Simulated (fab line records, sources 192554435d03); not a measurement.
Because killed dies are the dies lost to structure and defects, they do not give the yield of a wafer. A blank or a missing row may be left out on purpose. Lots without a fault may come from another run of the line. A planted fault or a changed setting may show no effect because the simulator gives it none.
A struck lot beside a sound one | flow n5-finfet | 36 steps out of a route of 1938
Sound: the wafers L487.1, L487.5. Struck: wafers L490.1, L490.5, L490.6. The cause is given at the end.
At each step with rows: each side's tool, then ch and its chambers, then its first start. Under that, the readings that differ: sound wafers | struck wafers | difference of the means | sigmas: that difference in standard deviations of wafers without a fault.
alike: a reading whose means differ by less than 2 such deviations, as well as words and numbers matching on both sides. not compared: withheld readings; readings where some wafer has no value; bounds like >300 that might hide an equal value; numbers whose values overlap and for which the record gives no deviation.
Wherever a step has rows on one side only, a row that says differs or no value, or a row with sigmas, the two part there. Numbers that have no deviation but don't overlap get no sigmas and don't part them. A reading missing from all wafers of one side parts the sides only when that side holds two or more wafers.

first, 9 steps without rows for these wafers: N5_ILD0_PRECLEAN_10 (cleans in NF3:NH3, afs cycles 5, time 20 s, sublimation time 60 s); N5_ILD0_ALD_15 (deposits SiNx, target thk 24 nm, pulse time 1 s, ald cycles 480); N5_ILD0_CMP_12 (polishes SiNx, stops on poly-Si, t overpolish 6 s, target thk 17.67 nm); N5_SDB_HM_DEP_00 (deposits SiNx from SiH4/NH3/N2, target thk 40 nm, time 35.3 s); N5_SDB_COAT_03 (time 60 s, resist thk 100 nm); N5_SDB_COAT_04 (time 60 s, resist thk 18 nm); N5_SDB_COAT_05 (resist thk 90 nm); N5_SDB_EBR_07; N5_SDB_SOFTBAKE_06 (time 60 s).
N5_SDB_EXPOSE_08: exposes mask SDB.
  sound on arfi-scanner-02 ch 0, day 5 05:05; struck on arfi-scanner-02 ch 0, day 5 23:56
  reading              | sound       | struck            | difference | sigmas
  exposure-dose-mJ-cm2 | 49.62 49.70 | 46.07 45.98 46.07 | -3.62      | -75
  alike: mask
then, 2 steps without rows for these wafers: N5_SDB_PEB_09 (peb time 60 s); N5_SDB_DEVELOP_10 (develop time 30 s).
N5_SDB_CD_MEAS_11 targets a cd of 50 nm.
  sound on cd-sem-01 ch 0, day 5 05:13; struck on cd-sem-01 ch 0, day 6 00:03
  reading    | sound     | struck         | difference | sigmas
  cd-nm (nm) | 47.6 47.8 | 41.4 41.4 40.2 | -6.7       | -5
then, 21 steps without rows for these wafers: N5_SDB_DESCUM_16 (chemistry O2, time 7.9 s); N5_SDB_ETCH_17 (etches SiARC in CF4, target depth 23.4 nm, time 39 s); N5_SDB_ETCH_18 (etches SOC in N2/H2, target depth 100 nm, overetch 20 nm, time 150 s); N5_SDB_STRIP_19 (strips in N2/H2); N5_SDB_STRIP_21 (strips in CF4); N5_SDB_HM_OPEN_20 (chemistry CH3F/O2, target SiNx, stops on poly-Si, target depth 24 nm); N5_SDB_STRIP_22 (strips in N2/H2); N5_SDB_PRECLEAN_23 (cleans in dHF, time 30 s); N5_SDB_DUMMY_REMOVE_24 (chemistry TMAH, target poly-Si, stops on SiO2, target depth 142 nm, time 57 s, rinse time 30 s); N5_SDB_ETCH_25 (etches SiO2 in C4F6/O2, target depth 10 nm, time 3.3 s); N5_SDB_CUT_ETCH_26 (etches Si in HBr/Cl2/O2, target depth 129.6 nm, bt time 20 s, time 51.8 s); N5_SDB_PRECLEAN_38 (cleans in dHF, time 10 s); N5_SDB_PRECLEAN_39 (cleans in O3/DIW, time 45 s); N5_SDB_SRD_28 (time 30 s); N5_SDB_ALD_29 (deposits SiNx, target thk 30 nm, pulse time 1 s, ald cycles 600); N5_SDB_CMP_30 (polishes, stops on poly-Si, t overpolish 1.54 s, target thk 30 nm); N5_DUMMY_REMOVAL_HM_STRIP_01 (strips SiNx in CH3F/O2, stops on poly-Si, target depth 4 nm, time 6.8 s); N5_DUMMY_REMOVAL_STRIP_10 (strips in N2/H2, time 40 s); N5_DUMMY_REMOVAL_PRECLEAN_07 (cleans in dHF, time 30 s); N5_DUMMY_REMOVAL_DUMMY_REMOVE_02 (chemistry TMAH, target poly-Si, stops on SiO2, target depth 142 nm, time 57 s, rinse time 30 s); N5_DUMMY_REMOVAL_PRECLEAN_08 (cleans in NF3:NH3, afs cycles 2, time 20 s, sublimation time 60 s).
-- the record jumps here: 5 days lie between the struck wafers' starts before and after (it left off in module DUMMY_REMOVAL and takes up again in module BEOL_M4, whose first step shown is number 1111 of the route) --
N5_BEOL_M4_RC_MEAS_101:
  sound on prober-02 ch 0, day 10 22:34; struck on prober-01 ch 0, day 11 03:31
  alike: DIBL_N, DIBL_P, IOFF_N, IOFF_P, ION_N, ION_P, SS_N, SS_P, VT_N, VT_P
-- a jump in the record: the struck wafers' starts before and after are 5 days apart (it breaks off in module BEOL_M4 and resumes in module PASSIVATION, where the first step shown is number 1936 of the route) --
N5_PASSIVATION_PROBE_49:
  struck on prober-02, day 16 06:25; sound on prober-01, day 16 06:39
  reading                  | sound     | struck         | difference | sigmas
  defect-limited-yield (%) | 92.9 93.3 | 65.3 63.9 65.4 | -28.2      | -20
  killed-at-front-end      | 33 32     | 347 377 355    | +327       | +27
  killed-dies              | 84 79     | 409 426 408    | +333       | +20
  killed-on-rim            | 6 15      | 120 122 119    | +110       | +27
  sort_bin_4_leakage (%)   | 0 0       | 0.42 0 0       | +0.14      | +2
  sort_bin_5_function (%)  | 3.6 3.9   | 31.3 32.5 31.3 | +27.9      | +30
  sort-n-pass              | 1093 1101 | 766 754 772    | -333       | -14
  sort-yield-pct (%)       | 92.6 93.3 | 64.9 63.9 65.4 | -28.2      | -14
  alike: killed_at_M0_to_M3, killed_at_M4_up, killed-at-contacts, killed-at-other, killed-open, killed-short, sort_bin_6_memory, sort_bin_8_speed

## WHERE THEY PART
Earliest at N5_SDB_EXPOSE_08; latest, in this record, at N5_PASSIVATION_PROBE_49.

WHY: what the simulator had put in
Process parameters drifting: arfi-scanner-02 at N5_SDB_EXPOSE_08, beginning at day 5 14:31. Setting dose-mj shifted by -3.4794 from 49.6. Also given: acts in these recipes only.
